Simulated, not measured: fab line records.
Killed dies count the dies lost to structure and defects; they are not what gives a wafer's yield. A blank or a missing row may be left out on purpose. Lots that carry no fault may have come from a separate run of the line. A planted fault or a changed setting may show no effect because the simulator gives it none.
Split-lot study -- flow n5Finfet -- 7 lots, 21 wafers read, on a route of 1938 steps

## ABOUT THE SPLIT
At N5_BEOL_M15_EXPOSE_25 (exposes mask M15, target cd 400 nm), the setting doseMj was moved away from the recipe's 35.5 on 10 of the 21 wafers read, by -4.6% to +6.9%. The other wafers ran this setting at the recipe's value.

## FROM THE SPLIT TO THE READING: what the file shows between them, 3 steps
- N5_BEOL_M15_PEB_26: peb time 90 s
- N5_BEOL_M15_DEVELOP_27: develop time 45 s
- N5_BEOL_M15_HARDBAKE_32: time 120 s

## THE READING
cdNm, in nm, at N5_BEOL_M15_CD_MEAS_28 (target cd 407.6 nm). On this fab line, fault-free wafers typically give 407 nm with a standard deviation of 3 nm.

wafer,"tool, chamber at the split",doseMj as run,against the recipe,"cdNm, nm",against lot-mates on the recipe
L074.1,"krfScanner-02, 0",35.5,recipe,404,-
L074.5,"krfScanner-02, 0",36.88,+3.9%,412,+8
L074.6,"krfScanner-02, 0",36.88,+3.9%,411,+7
L079.2,"krfScanner-02, 0",35.5,recipe,407,-
L079.3,"krfScanner-02, 0",33.87,-4.6%,397,-8
L079.5,"krfScanner-02, 0",35.5,recipe,404,-
L082.1,"krfScanner-01, 0",35.5,recipe,405,-
L082.2,"krfScanner-01, 0",34.42,-3.0%,404,-1
L082.3,"krfScanner-01, 0",34.42,-3.0%,399,-6
L084.2,"krfScanner-02, 0",36.25,+2.1%,406,+5
L084.3,"krfScanner-02, 0",36.25,+2.1%,408,+7
L084.5,"krfScanner-02, 0",35.5,recipe,401,-
L086.1,"krfScanner-01, 0",35.5,recipe,410,-
L086.2,"krfScanner-01, 0",35.5,recipe,408,-
L086.6,"krfScanner-01, 0",37,+4.2%,418,+9
L091.1,"krfScanner-01, 0",37.96,+6.9%,416,+4
L091.3,"krfScanner-01, 0",37.96,+6.9%,417,+5
L091.5,"krfScanner-01, 0",35.5,recipe,412,-
L095.1,"krfScanner-02, 0",35.5,recipe,403,-
L095.2,"krfScanner-02, 0",35.5,recipe,403,-
L095.4,"krfScanner-02, 0",35.5,recipe,404,-

FIT RESULTS
A straight line over all 21 wafers: cdNm changes by +1.66 nm for each +1% of doseMj; r = +0.86; the points scatter about the line by 3 nm.
The same after taking each lot's own level away (the mean of its wafers on the recipe; 21 wafers): +1.24 nm for each +1%; r = +0.84; scatter 2.5 nm.
That fit puts the effect of the largest move of doseMj on the reading at 8.6 nm.
Across the lots, their own levels run from 401.0 to 412.0 nm, a range of 3.7 times the standard deviation given above.
Thus the slope moves with the lot-to-lot level: the two fits are different.
Check: +10.5 nm against its lot-mates is what the line predicts for one of the wafers moved furthest among these (+6.9%) when that wafer is left out of the fit. Against them it came out at +4 nm.

## OTHER SPLITS ON THESE WAFERS
Other splits were also applied to these wafers ahead of the reading. Each is held against what the fit with the lots' levels taken away leaves over:
other split on the same wafers,wafers away from the commonest value,r with cdNm (lot level and that fit taken away)
N5_BEOL_M10_PEB_26 pebTimeS,5,+0.59
N5_BEOL_M10_TRENCH_ETCH_37 timeS,10,-0.13
N5_BEOL_M11_ETCH_66 timeS,4,-0.16
N5_BEOL_M11_TRENCH_ETCH_37 biasW,4,+0.09
N5_BEOL_M14_EXPOSE_07 doseMj,12,+0.11
N5_BEOL_M14_ETCH_59 h2FlowSccm,4,-0.11

## THE WHOLE CHAIN: every reading that the file lists as answering this split, in the file's order
step,what it does,reading,change (the file's fit),r (the file's)
N5_BEOL_M15_CD_MEAS_28,target cd 407.6 nm,cdNm,+1.39 nm for each +1% of the setting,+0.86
N5_BEOL_M15_DESCUM_33,"chemistry O2, time 7.9 s","BEOL_M15.cdNm (the simulator's own value, which no gauge read)",+1.38 nm for each +1% of the setting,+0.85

## THE FILE'S OWN FIT
cdNm changes by +1.39 nm for each +1% of doseMj, r = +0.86.
